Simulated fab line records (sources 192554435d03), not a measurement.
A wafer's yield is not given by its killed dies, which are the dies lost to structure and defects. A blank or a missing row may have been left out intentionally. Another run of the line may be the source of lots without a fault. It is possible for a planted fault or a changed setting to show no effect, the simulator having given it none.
fab line records	flow n5-finfet
[record] lots = 10	wafers = 30	last-day = 16
route steps=1938 shown BEOL_M7@1283 PASSIVATION@1936
lots untouched by any fault: they come from a run of this same line in which no faults occurred
start-h: the number of hours between the record's first day and the start of the first shown wafer of the lot	wait-h: how many hours have passed since the lot's step before this one	" same as the row above	L1.1+2: a row that stands for several wafers	- no value, or no start was given	* or withheld: withheld	< > ~ a bound
route shown NAME@n: NAME is a module with steps in the file, n the number in the route of the first one	usual: mean/standard deviation of fault-free wafers	same: alike in all rows	chamber/n: place in a boat	sites: per-site readings	_std_site: their standard deviation	_edge_site: the outer-site mean with the inner-site mean subtracted	radius-mm: how far each site lies from the wafer's centre	mask NAME#n: copy n	behind: the most recent tool/chamber to have shaped the wafer	hold: cause of the lot's hold/its duration in hours/its outcome	device: the transistor (n, p or np) that didn't switch	end of line: tests run on the same wafers once the route is complete	for a step that has no rows: nothing shown but its recipe	killed: at the first sort, the dies lost to defects and structure; wafer yield is something else	map: shows each die of a wafer: x if killed, . if not, _ if none is there
set.NAME: setting as actually run; set.NAME@STEP: the setting as run at that earlier step	model.NAME: the simulator's own value behind a step, which no gauge read
a sample of lots followed through the steps of the route, with each step as a table and each wafer as a row
services: the hour from which a tool's chamber was out of use, counted from the record's first day as start-h (under 0 if before that day), plus the number of hours and why
[[steps]]
[step N5_BEOL_M7_STRIP_67]
[recipe] chemistry = CF4	resist = SiARC	power-w = 300	bias-power-w = 75	pressure-mtorr = 50	cf4-flow-sccm = 150	rf-frequency-hz = 6e+07
[usual] drypump-motor-current-A = 5.6/0.5	oes-product-au = 0.76/0.06	rf-vpp-V = 272.0/1.8	showerhead-plenum-p-Torr = 1.82/0.066	throttle-valve-pct = 13.70/0.19
lot.wafer	tool	chamber	start-h	wait-h	drypump-motor-current-A	oes-product-au	rf-hours-counter-h	rf-vpp-V	showerhead-plenum-p-Torr	throttle-valve-pct
L597.1	rie-diel-02	1	191.79	0.0	4.9	0.71	206	269.6	1.70	13.37
L597.2	"	2	"	"	6.1	0.78	114	267.1	1.67	13.85
L597.4	"	3	"	"	5.6	0.86	57	272.5	1.88	13.42
L604.1	rie-diel-02	3	222.88	0.0	5.6	0.85	65	274.4	1.88	13.43
L604.5	"	3	"	"	5.6	0.85	-	273.6	1.88	13.46
L604.6	"	2	"	"	6.1	0.78	-	267.5	1.67	13.84
L602.1	rie-diel-03	3	226.67	0.0	5.8	0.76	120	272.4	1.87	13.63
L602.3	"	2	"	"	6.5	0.75	169	272.3	1.86	13.48
L602.4	"	0	"	"	5.3	0.73	188	270.9	1.80	13.97
L605.3	rie-diel-01	1	232.47	0.0	5.8	0.84	52	273.8	1.90	13.70
L605.4	"	0	"	"	6.2	0.71	202	272.0	1.86	13.84
L605.6	"	0	"	"	6.2	0.70	-	271.6	1.86	13.83
L608.2	rie-diel-01	2	268.29	0.0	4.8	0.88	44	273.5	1.88	13.40
L608.3	"	1	"	"	5.8	0.83	64	274.5	1.89	13.73
L608.4	"	3	"	"	5.2	0.74	182	271.9	1.77	13.79
L609.1	rie-diel-02	0	280.31	0.0	5.3	0.72	199	270.8	1.77	13.83
L609.3	"	2	"	"	6.1	0.74	142	266.5	1.66	13.91
L609.4	"	3	"	"	5.6	0.83	85	273.9	1.87	13.50
L612.1	rie-diel-03	1	283.27	0.0	5.2	0.71	185	270.6	1.78	13.86
L612.3	"	3	"	"	5.9	0.75	138	272.6	1.86	13.68
L612.4	"	2	"	"	6.4	0.73	186	273.0	1.85	13.53
L611.3	rie-diel-03	1	291.34	0.0	5.2	0.71	187	269.9	1.78	13.85
L611.5	"	3	"	"	5.9	0.75	-	273.5	1.86	13.67
L611.6	"	2	"	"	6.4	0.73	-	272.0	1.85	13.55
L616.3	rie-diel-03	2	300.95	0.0	6.4	0.73	191	271.5	1.85	13.54
L616.4	"	3	"	"	5.8	0.75	143	271.0	1.86	13.69
L616.5	"	3	"	"	5.8	0.75	-	273.8	1.86	13.68
L615.4	rie-diel-01	3	309.90	0.0	5.2	0.73	194	269.6	1.77	13.83
L615.5	"	0	"	"	6.2	0.70	-	273.2	1.86	13.87
L615.6	"	3	"	"	5.2	0.72	-	270.7	1.77	13.84
[step N5_BEOL_M7_ETCH_72]
[recipe] chemistry = N2/H2	target = underlayer	target-depth-a = 65	mask-material = CAR-EUV	time-s = 5.2	ion-energy-ev = 200	pressure-mtorr = 30	source-w = 840	bias-w = 150	n2-flow-sccm = 200	h2-flow-sccm = 200	ends = cleared
[usual] drypump-motor-current-A = 5.6/0.48	etch-rf-on-time-s = 5.22/0.11	oes-product-au = 0.64/0.052	rf-vpp-V = 524.7/3	showerhead-plenum-p-Torr = 2.58/0.1	throttle-valve-pct = 18.00/0.21
lot.wafer	tool	chamber	start-h	wait-h	drypump-motor-current-A	etch-rf-on-time-s	oes-product-au	rf-hours-counter-h	rf-vpp-V	showerhead-plenum-p-Torr	throttle-valve-pct
L597.1	rie-diel-02	1	194.58	0.0	4.9	5.36	0.60	206	520.8	2.41	17.51
L597.2	"	0	"	"	5.3	5.28	0.62	173	525.8	2.55	18.27
L597.4	"	2	"	"	6.1	5.12	0.66	115	517.8	2.34	18.09
L604.1	rie-diel-01	2	223.73	0.0	4.8	5.12	0.78	30	529.9	2.70	17.78
L604.5	"	3	"	"	5.2	5.02	0.65	-	525.6	2.53	18.07
L604.6	"	2	"	"	4.8	5.10	0.77	-	526.5	2.70	17.77
L602.1	rie-diel-02	3	227.59	0.0	5.6	5.20	0.72	67	525.5	2.67	17.67
L602.3	"	0	"	"	5.3	5.34	0.61	182	522.6	2.55	18.26
L602.4	"	1	"	"	4.9	5.31	0.59	215	520.6	2.40	17.53
L605.3	rie-diel-01	2	234.12	0.0	4.8	5.02	0.79	34	528.1	2.70	17.78
L605.4	"	1	"	"	5.9	5.28	0.70	53	529.2	2.71	18.15
L605.6	"	0	"	"	6.1	5.27	0.59	-	526.9	2.64	18.07
L608.2	rie-diel-01	2	270.94	0.0	4.8	3.17	1.01	44	531.1	2.70	17.81
L608.3	"	1	"	"	5.8	5.26	0.70	64	530.6	2.70	18.16
L608.4	"	3	"	"	5.2	3.15	0.84	183	521.9	2.52	18.14
L609.1	rie-diel-01	3	282.59	0.0	5.2	5.03	0.64	186	524.8	2.52	18.11
L609.3	"	0	"	"	6.2	5.40	0.58	218	528.0	2.63	18.10
L609.4	"	1	"	"	5.8	3.34	0.91	68	528.2	2.70	18.25
L612.1	rie-diel-02	3	284.83	0.0	5.6	5.20	0.71	86	526.7	2.66	17.70
L612.3	"	1	"	"	4.9	5.33	0.58	235	520.0	2.39	17.56
L612.4	"	0	"	"	5.3	5.31	0.61	201	524.2	2.54	18.31
L611.3	rie-diel-02	1	292.20	0.0	4.9	5.28	0.60	237	519.8	2.39	17.57
L611.5	"	1	"	"	4.9	5.31	0.59	-	519.4	2.39	17.55
L611.6	"	0	"	"	5.3	5.26	0.61	-	523.3	2.54	18.32
L616.3	rie-diel-03	2	302.56	0.0	6.4	5.20	0.62	192	529.0	2.64	17.82
L616.4	"	0	"	"	5.3	5.18	0.61	211	521.3	2.50	18.08
L616.5	"	0	"	"	5.3	5.21	0.61	-	524.7	2.51	18.09
L615.4	rie-diel-03	0	311.29	0.0	5.3	5.21	0.59	214	523.3	2.50	18.08
L615.5	"	0	"	"	5.3	5.25	0.60	-	521.0	2.51	18.09
L615.6	"	3	"	"	5.8	5.41	0.62	-	526.9	2.66	18.00
[step N5_BEOL_M7_ETCH_65]
[recipe] chemistry = CF4	target = SiARC	target-depth-a = 156	mask-material = CAR-EUV	time-s = 26	ion-energy-ev = 80	pressure-mtorr = 40	source-w = 545	bias-w = 36	Ar_flow_sccm = 100	cf4-flow-sccm = 100	ends = cleared
[usual] drypump-motor-current-A = 5.5/0.48	etch-rf-on-time-s = 26.1/0.52	oes-product-au = 0.64/0.051	rf-vpp-V = 184.4/1.2	showerhead-plenum-p-Torr = 2.17/0.076	throttle-valve-pct = 15.75/0.19
lot.wafer	tool	chamber	start-h	wait-h	drypump-motor-current-A	etch-rf-on-time-s	oes-product-au	rf-hours-counter-h	rf-vpp-V	showerhead-plenum-p-Torr	throttle-valve-pct
L597.1	rie-diel-02	1	194.59	0.0	4.9	26.5	0.61	207	183.2	2.04	15.38
L597.2	"	0	"	"	5.3	26.3	0.63	173	185.5	2.13	15.83
L597.4	"	2	"	"	6.1	25.7	0.67	115	182.1	1.99	15.89
L604.1	rie-diel-01	2	223.74	0.0	4.8	25.1	0.78	30	185.4	2.26	15.42
L604.5	"	3	"	"	5.2	24.6	0.66	-	183.3	2.13	15.82
L604.6	"	2	"	"	4.8	24.8	0.78	-	185.4	2.26	15.43
L602.1	rie-diel-02	3	227.60	0.0	5.6	25.9	0.73	67	185.3	2.26	15.53
L602.3	"	0	"	"	5.3	26.1	0.62	182	184.7	2.13	15.85
L602.4	"	1	"	"	4.9	26.5	0.59	215	182.2	2.04	15.39
L605.3	rie-diel-01	2	234.14	0.0	4.8	25.3	0.78	34	184.3	2.26	15.43
L605.4	"	1	"	"	5.8	26.2	0.72	53	185.3	2.25	15.73
L605.6	"	0	"	"	6.2	26.8	0.60	-	184.2	2.21	15.80
L608.2	rie-diel-01	2	270.96	0.0	4.8	25.2	0.76	44	186.8	2.25	15.45
L608.3	"	1	"	"	5.8	26.3	0.70	64	186.6	2.25	15.74
L608.4	"	3	"	"	5.2	25.3	0.64	183	185.2	2.13	15.86
L609.1	rie-diel-01	3	282.61	0.0	5.2	25.4	0.64	186	184.8	2.13	15.87
L609.3	"	0	"	"	6.1	26.6	0.58	218	184.9	2.21	15.84
L609.4	"	1	"	"	5.8	26.5	0.70	68	184.9	2.25	15.76
L612.1	rie-diel-02	3	284.85	0.0	5.6	26.2	0.69	86	184.5	2.25	15.57
L612.3	"	1	"	"	4.9	26.5	0.59	235	183.0	2.03	15.43
L612.4	"	0	"	"	5.3	26.5	0.60	201	184.1	2.12	15.88
L611.3	rie-diel-02	1	292.22	0.0	4.9	26.8	0.59	237	183.2	2.03	15.42
L611.5	"	1	"	"	4.9	27.0	0.59	-	182.6	2.03	15.43
L611.6	"	0	"	"	5.3	26.4	0.60	-	183.4	2.12	15.90
L616.3	rie-diel-03	2	302.58	0.0	6.5	26.4	0.61	192	185.4	2.21	15.50
L616.4	"	0	"	"	5.3	25.8	0.61	211	182.8	2.13	16.03
L616.5	"	0	"	"	5.3	25.7	0.61	-	181.7	2.13	16.05
L615.4	rie-diel-03	0	311.31	0.0	5.3	25.6	0.61	214	183.8	2.13	16.06
L615.5	"	0	"	"	5.3	25.7	0.61	-	184.1	2.13	16.04
L615.6	"	3	"	"	5.8	26.7	0.62	-	183.9	2.22	15.71
[step N5_BEOL_M7_ETCH_41]
[recipe] chemistry = CH3F/O2	target = SiCN	target-depth-a = 319	taper-deg = 2	time-s = 57.8	ion-energy-ev = 120	mask-material = TiN	pressure-mtorr = 30	source-w = 395	bias-w = 75	Ar_flow_sccm = 150	CH3F_flow_sccm = 30	O2_flow_sccm = 20
[usual] CH3F_flow_sccm = 30.02/0.092	drypump-motor-current-A = 5.6/0.49	oes-product-au = 0.75/0.059	rf-vpp-V = 297.9/1.7	showerhead-plenum-p-Torr = 2.03/0.073	throttle-valve-pct = 16.47/0.18
lot.wafer	tool	chamber	start-h	wait-h	CH3F_flow_sccm	drypump-motor-current-A	oes-product-au	rf-hours-counter-h	rf-vpp-V	showerhead-plenum-p-Torr	throttle-valve-pct
L597.1	rie-diel-02	1	-	-	29.86	4.9	0.70	207	295.5	1.91	16.12
L597.2	"	0	"	"	30.10	5.3	0.73	173	297.2	2.00	16.60
L597.4	"	2	"	"	30.08	6.1	0.78	115	294.7	1.85	16.61
L604.1	rie-diel-01	2	-	-	29.99	4.8	0.90	30	299.9	2.12	16.22
L604.5	"	3	"	"	30.04	5.2	0.76	-	296.7	2.00	16.62
L604.6	"	2	"	"	30.11	4.8	0.91	-	298.6	2.12	16.21
L602.1	rie-diel-02	3	-	-	29.86	5.6	0.85	67	299.2	2.13	16.33
L602.3	"	0	"	"	30.08	5.3	0.72	182	297.1	2.00	16.63
L602.4	"	1	"	"	30.02	4.9	0.70	215	296.4	1.91	16.12
L605.3	rie-diel-01	2	-	-	30.19	4.8	0.90	34	300.2	2.12	16.22
L605.4	"	1	"	"	30.05	5.8	0.83	53	298.8	2.10	16.38
L605.6	"	0	"	"	30.02	6.2	0.70	-	297.6	2.06	16.47
L608.2	rie-diel-01	2	-	-	29.89	4.8	0.88	44	299.3	2.12	16.25
L608.3	"	1	"	"	30.04	5.8	0.81	65	299.7	2.10	16.40
L608.4	"	3	"	"	30.08	5.2	0.75	183	297.4	2.00	16.65
L609.1	rie-diel-01	3	-	-	29.94	5.2	0.73	186	297.9	2.00	16.63
L609.3	"	0	"	"	30.05	6.2	0.69	218	298.7	2.06	16.49
L609.4	"	1	"	"	30.12	5.8	0.82	68	298.3	2.09	16.40
L612.1	rie-diel-02	3	-	-	30.09	5.6	0.82	87	301.3	2.12	16.38
L612.3	"	1	"	"	29.98	4.9	0.68	235	296.9	1.90	16.19
L612.4	"	0	"	"	30.14	5.3	0.71	201	296.5	1.99	16.66
L611.3	rie-diel-02	1	-	-	29.94	4.9	0.68	237	293.7	1.90	16.17
L611.5	"	1	"	"	29.96	4.9	0.69	-	294.7	1.90	16.19
L611.6	"	0	"	"	29.99	5.3	0.71	-	297.1	1.99	16.65
L616.3	rie-diel-03	2	-	-	30.05	6.4	0.71	192	299.1	2.06	16.22
L616.4	"	0	"	"	30.00	5.3	0.71	212	298.0	1.98	16.68
L616.5	"	0	"	"	29.92	5.3	0.71	-	297.8	1.98	16.69
L615.4	rie-diel-03	0	-	-	29.98	5.3	0.71	215	298.0	1.98	16.69
L615.5	"	0	"	"	30.02	5.3	0.71	-	298.3	1.98	16.71
L615.6	"	3	"	"	30.01	5.8	0.73	-	298.6	2.08	16.43
[step N5_PASSIVATION_PROBE_49]
[usual] defect-limited-yield = 91.6/1.2	killed_at_M0_to_M3 = 33/9.4	killed_at_M4_up = 13/5.2	killed-at-contacts = 13/5.6	killed-at-front-end = 37/9.5	killed-at-other = 4/3.1	killed-dies = 99/15	killed-open = 65/11	killed-short = 32/7.5	sort_bin_5_function = 4.9/0.77	sort_bin_6_memory = 3.1/0.65	sort-n-pass = 1081/15	sort-yield-pct = 91.6/1.2
[same] gross-dies = 1180	killed-at-back-side = 0	sort_bin_4_leakage[%] = 0	sort_bin_8_speed[%] = 0
lot.wafer	tool	chamber	start-h	wait-h	defect-limited-yield[%]	killed_at_M0_to_M3	killed_at_M4_up	killed-at-contacts	killed-at-front-end	killed-at-other	killed-dies	killed-open	killed-short	sort_bin_5_function[%]	sort_bin_6_memory[%]	sort-n-pass	sort-yield-pct[%]
L612.1	prober-01	-	360.10	0.0	90.3	51	5	7	50	2	115	74	41	5.8	3.6	1065	90.3
L612.3	prober-01	-	360.20	0.1	91.9	40	4	5	38	8	95	65	30	4.2	3.6	1085	91.9
L612.4	prober-01	-	360.25	0.2	89.2	36	14	17	58	2	127	86	41	6.2	4.3	1053	89.2
L611.5	prober-02	-	374.56	0.2	92.8	22	18	6	39	0	85	52	33	4.1	3.0	1095	92.8
// killed by level:class
L612.1 BEOL_M3:geometric-particle:open=14 FIN_SAQP:geometric-particle:short=10 BEOL_M1:geometric-particle:open=9 DUMMY_GATE:geometric-particle:open=7 MOL_CONTACT_COAG:geometric-particle:open=7 BEOL_M0_SAQP:geometric-particle:short=7 STI_FIN_REVEAL:geometric-particle:open=6 BEOL_M0_SAQP:geometric-particle:open=6
L612.3 FIN_SAQP:geometric-particle:open=15 BEOL_M1:geometric-particle:open=14 BEOL_M1:geometric-particle:short=8 MOL_CONTACT_COAG:geometric-particle:open=5 BEOL_M0_SAQP:geometric-particle:open=5 BEOL_M0:geometric-particle:open=5 GATE_CUT:geometric-particle:short=4 BEOL_M2:geometric-particle:open=4
L612.4 FIN_SAQP:geometric-particle:open=14 MOL_CONTACT_COAG:geometric-particle:open=12 STI_FIN_REVEAL:geometric-particle:open=11 FIN_SAQP:geometric-particle:short=10 BEOL_M0:geometric-particle:open=9 BEOL_M4:geometric-particle:open=9 DUMMY_GATE:geometric-particle:open=6 BEOL_M3:geometric-particle:open=6
L611.5 FIN_SAQP:geometric-particle:open=6 DUMMY_GATE:geometric-particle:open=6 BEOL_M1:geometric-particle:open=6 MOL_CONTACT_COAG:geometric-particle:open=5 BEOL_M4:geometric-particle:open=5 STARTING-WAFER:geometric-particle:short=5 STI_FIN_REVEAL:geometric-particle:open=4 BEOL_M1:geometric-particle:short=4
[[services]]
tool	chamber	start-h	hours	kind
rie-diel-03	1	168.76	2.7	repair
rie-diel-01	1	178.44	15.9	repair
rie-diel-03	0	215.28	6.4	repair
rie-diel-01	-	250.99	1.8	repair
rie-diel-02	2	286.38	3.2	repair
[[key]]
[first-sign] step = N5_BEOL_M7_ETCH_72	reading = etch-rf-on-time-s	direction = down	sigmas = 19	usual = *	struck = *
[effect] step = N5_BEOL_M7_ETCH_72	reading = oes-product-au	direction = up	sigmas = 5.4	usual = 0.64	struck = 0.92
met-at N5_BEOL_M7_ETCH_72
struck-lots L608,L609
struck-wafers L608.2,L608.4,L609.4
not-acting-at N5_BEOL_M7_STRIP_67,N5_BEOL_M7_ETCH_65,N5_BEOL_M7_ETCH_41
onset-between 234.12 270.94
[fault] kind = process-parameter-drift	tool = rie-diel-01	chamber = -	onset-h = 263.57	steps = N5_BEOL_M7_ETCH_72	channel = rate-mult	offset = 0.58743	shape = step	end-h = 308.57	scope = struck-wafers-only
